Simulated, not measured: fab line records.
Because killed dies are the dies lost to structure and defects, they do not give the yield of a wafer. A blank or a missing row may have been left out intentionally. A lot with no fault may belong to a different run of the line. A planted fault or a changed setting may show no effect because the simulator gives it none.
Chamber matching -- flow n5 finfet -- N5_ILD0_CMP_12 on cmp-01 has 4 sister chambers
The step polishes SiNx, stops on poly-Si, t overpolish 6 s, target thk 17.67 nm. 8 wafers are shown with their chamber, then 7 later ones without.

WAFERS WITH THEIR CHAMBER
wafer,chamber,motor current A (A),time to endpoint s (s)
L077.2,2,8.8,23.4
L077.5,2,8.8,26.8
L078.5,3,9.7,35.8
L082.1,1,8.2,27.5
L082.2,0,9.6,26.5
L082.5,1,7.8,26.7
L091.1,0,9.3,28.5
L091.2,3,10.0,32.9

WAFERS WITH NO CHAMBER GIVEN
wafer,motor current A (A),time to endpoint s (s)
L091.5,9.8,33.7
L092.1,9.5,33.9
L092.2,7.5,28.0
L092.3,9.1,24.6
L093.1,9.1,29.0
L093.4,9.7,30.4
L093.5,7.8,30.3

WHICH CHAMBER EACH ONE RAN IN
wafer,from the rows above,in truth
L091.5,3,3
L092.1,can't be placed: 3 or 0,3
L092.2,1,1
L092.3,can't be placed: 2 or 0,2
L093.1,can't be placed: 0 or 2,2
L093.4,can't be placed: 0 or 3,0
L093.5,1,1
Correctly placed: 3 of 7. Cannot be placed on the basis of these rows: 4; the candidates contain the true chamber in 4. Wrongly placed: 0.
How it was worked out, from the rows above alone: a wafer's distance from a chamber is the root of the sum, over the readings, of the square of ((its reading less the chamber's mean) divided by the reading's scatter). If the next closest chamber is less than 2 further off than the closest, the wafer can't be placed; otherwise it belongs to the closest. For every chamber, the mean is computed from those of its wafers that are shown. The scatter: the root of (the sum of the squares of (reading less its chamber's mean) over the shown wafers, divided by (wafers less chambers)).
